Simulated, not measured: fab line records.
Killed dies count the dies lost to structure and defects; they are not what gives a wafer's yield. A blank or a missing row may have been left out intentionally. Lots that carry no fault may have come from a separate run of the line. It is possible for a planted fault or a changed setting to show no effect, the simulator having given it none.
Split-lot trial ; flow n5-finfet ; 7 lots, 21 wafers read, on a route of 1938 steps

SPLIT DETAILS
At N5_HKMG_FIN_COAT_43 (resist thk 90 nm), the setting spin-rpm was moved away from the recipe's 1500 rpm on 10 of the 21 wafers read, by -10.9% to +8.1%. The other wafers ran this setting at the recipe's value.

Reading taken at the split's own step.

THE READING
CAR-ArF_of_HKMG_FIN_COAT_43.thk-nm (the simulator's own value, which no gauge read), in nm, at N5_HKMG_FIN_COAT_43 (resist thk 90 nm). There is no usual value for it anywhere in the file. The 11 wafers here that ran the recipe average 90.2 nm, standard deviation 0.38 nm.

wafer;tool, chamber at the split;spin-rpm as run, rpm;against the recipe;CAR-ArF_of_HKMG_FIN_COAT_43.thk-nm, nm;against lot-mates on the recipe
L074.1;litho-track-01, 0;1500;recipe;90;-
L074.2;litho-track-01, 0;1622;+8.1%;86.6;-3.4
L074.5;litho-track-01, 0;1622;+8.1%;86.4;-3.6
L079.1;litho-track-01, 0;1580;+5.3%;88.2;-2.4
L079.2;litho-track-01, 0;1580;+5.3%;88.4;-2.2
L079.5;litho-track-01, 0;1500;recipe;90.6;-
L081.2;litho-track-01, 0;1500;recipe;90.8;-
L081.4;litho-track-01, 0;1372;-8.5%;94.6;+3.9
L081.5;litho-track-01, 0;1500;recipe;90.6;-
L083.4;litho-track-05, 0;1565;+4.3%;88.6;-1.6
L083.5;litho-track-05, 0;1565;+4.3%;88.2;-2.0
L083.6;litho-track-05, 0;1500;recipe;90.2;-
L092.1;litho-track-02, 0;1395;-7.0%;92.8;+3.1
L092.4;litho-track-02, 0;1500;recipe;89.8;-
L092.6;litho-track-02, 0;1500;recipe;89.6;-
L094.2;litho-track-02, 0;1336;-10.9%;95.2;+5.4
L094.4;litho-track-02, 0;1336;-10.9%;95.2;+5.4
L094.3;litho-track-02, 0;1500;recipe;89.8;-
L095.1;litho-track-02, 0;1500;recipe;90.2;-
L095.2;litho-track-02, 0;1500;recipe;89.8;-
L095.6;litho-track-02, 0;1500;recipe;90.4;-

THE FIT
A straight line over all 21 wafers: CAR-ArF_of_HKMG_FIN_COAT_43.thk-nm changes by -0.444 nm for each +1% of spin-rpm; r = -0.99; the points scatter about the line by 0.39 nm.
The same after taking each lot's own level away (the mean of its wafers on the recipe; 21 wafers): -0.459 nm for each +1%; r = -1.00; scatter 0.2 nm.
That fit puts the effect of the largest move of spin-rpm on the reading at 5 nm.
Across the lots, their own levels run from 89.70 to 90.70 nm, a range of 2.6 times the standard deviation given above.
Hence the lot-to-lot level has little effect on the slope; both slopes agree.
Check: +5.01 nm against its lot-mates is what the line predicts for one of the wafers moved furthest among these (-10.9%) when that wafer is left out of the fit. It came out at +5.4 nm against them.

FURTHER SPLITS ON THESE WAFERS
Other splits were also applied to these wafers ahead of the reading. Each is held against what the fit with the lots' levels taken away leaves over:
other split on the same wafers;wafers away from the commonest value;r with CAR-ArF_of_HKMG_FIN_COAT_43.thk-nm (lot level and that fit taken away)
N5_DUMMY_GATE_EXPOSE_12 dose-mj;8;-0.08
N5_SD_EPI_N_EPI_21 epi-growth-time-s;8;-0.04
N5_SDB_CUT_ETCH_26 icp-w;4;-0.06
N5_SDB_ALD_29 ald-cycles;6;+0.12

FILE'S OWN FIT
CAR-ArF_of_HKMG_FIN_COAT_43.thk-nm changes by -0.458 nm for each +1% of spin-rpm, r = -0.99.
